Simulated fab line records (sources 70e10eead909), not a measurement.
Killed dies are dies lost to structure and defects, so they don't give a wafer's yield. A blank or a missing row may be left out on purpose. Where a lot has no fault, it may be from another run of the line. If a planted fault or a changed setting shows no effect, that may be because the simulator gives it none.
Problem report, 8D (eight disciplines) form, completed by code	flow nand harc	the parts of the form that need people (team, actions taken, sign-off) are left out

1. THE PROBLEM
At NHARC_END_SORT_01, killed at array averages 662 over 3 wafers from 2 lots, while fault-free wafers read 31, standard deviation 11. Relative to the usual mean, that is a shift of +57 standard deviations.
First observed at day 21 17:53: wafer L491.2, on prober-02. At this step, 4 wafers from 2 lots have a number in the record. Rule for "out", or "out of limits": more than 4 standard deviations from the usual mean. Any other wafer with a number is counted as sound.

2. WHAT THIS IS AND IS NOT
question	is	is not
which readings at this step	killed at array, killed dies	killed at periphery, killed open, killed short
which lots	L491, L495	-
which wafers of those lots	L491.2, L491.5, L495.5	L495.6
read on which gauges	prober-01, prober-02	-
when	from day 21 17:53	up to then (0 sound wafers); but 1 sound wafer of L495 came after

3. THE SUSPECTS, EACH WITH WHAT RULES IT OUT
Counting: a tool at a process step up to the reading stays a suspect if it ran every lot that is out. Sound lots after the first of them don't rule it out here, since some wafers of a struck lot are sound.
- the gauge at NHARC_END_SORT_01: ruled out. Those wafers that are out were read across 2 gauges (prober-01, prober-02).
- acl dep-02 at NHARC_A_CHANNEL_HOLE_D1_DEP_00 (deposits aC, target thk 3100 nm): kept. It ran every lot that is out, first L491 (day 10 10:06).
- cmp-02 at NHARC_THIN_TSV_CMP_01 (polishes): kept. It ran every lot that is out and that the record shows at this step, first L495 (day 21 14:40). The record shows only 1 of the 2 lots at this step.
After counting, acl dep-02 at NHARC_A_CHANNEL_HOLE_D1_DEP_00 and cmp-02 at NHARC_THIN_TSV_CMP_01 remain.

4. THE CAUSE (what the simulator had put in)
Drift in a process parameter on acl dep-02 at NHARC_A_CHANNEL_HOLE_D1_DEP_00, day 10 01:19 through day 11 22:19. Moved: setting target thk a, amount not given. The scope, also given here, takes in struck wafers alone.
Counting leaves 2 suspects; this tool is one of them.

5. SEQUENCE OF EFFECTS, ordered by route
Rows list readings where the struck wafers' mean (over those with a number) sits beyond 3 standard deviations from the usual. Only readings for which the record gives a usual standard deviation are gone through. hours: the time from each lot's start at the first step in this table that gives one to its start at this step, as a median over the lots. sigmas: the change in usual standard deviations.
hours	step	reading	usual	on struck wafers	change	sigmas
0	NHARC_END_SORT_01	killed at array	31	662	+631	+57
0	NHARC_END_SORT_01	killed dies	34	667	+633	+53

6. HOW IT WOULD HAVE BEEN CAUGHT EARLIER
Counted from the fault's start at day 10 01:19, it took 281 hours until the first out-of-limits reading at a measuring or inspecting step in this record, taken at day 21 17:53.
No tool reading at NHARC_A_CHANNEL_HOLE_D1_DEP_00 that has a usual standard deviation in the record was out on any struck wafer, so an alarm limit of 4 standard deviations on those readings would not have fired.
The start of NHARC_A_CHANNEL_HOLE_D1_DEP_00 on acl dep-02 came by day 21 17:53 for every one of the lots that are out (2). A hold on the tool at that time would have spared none of them.
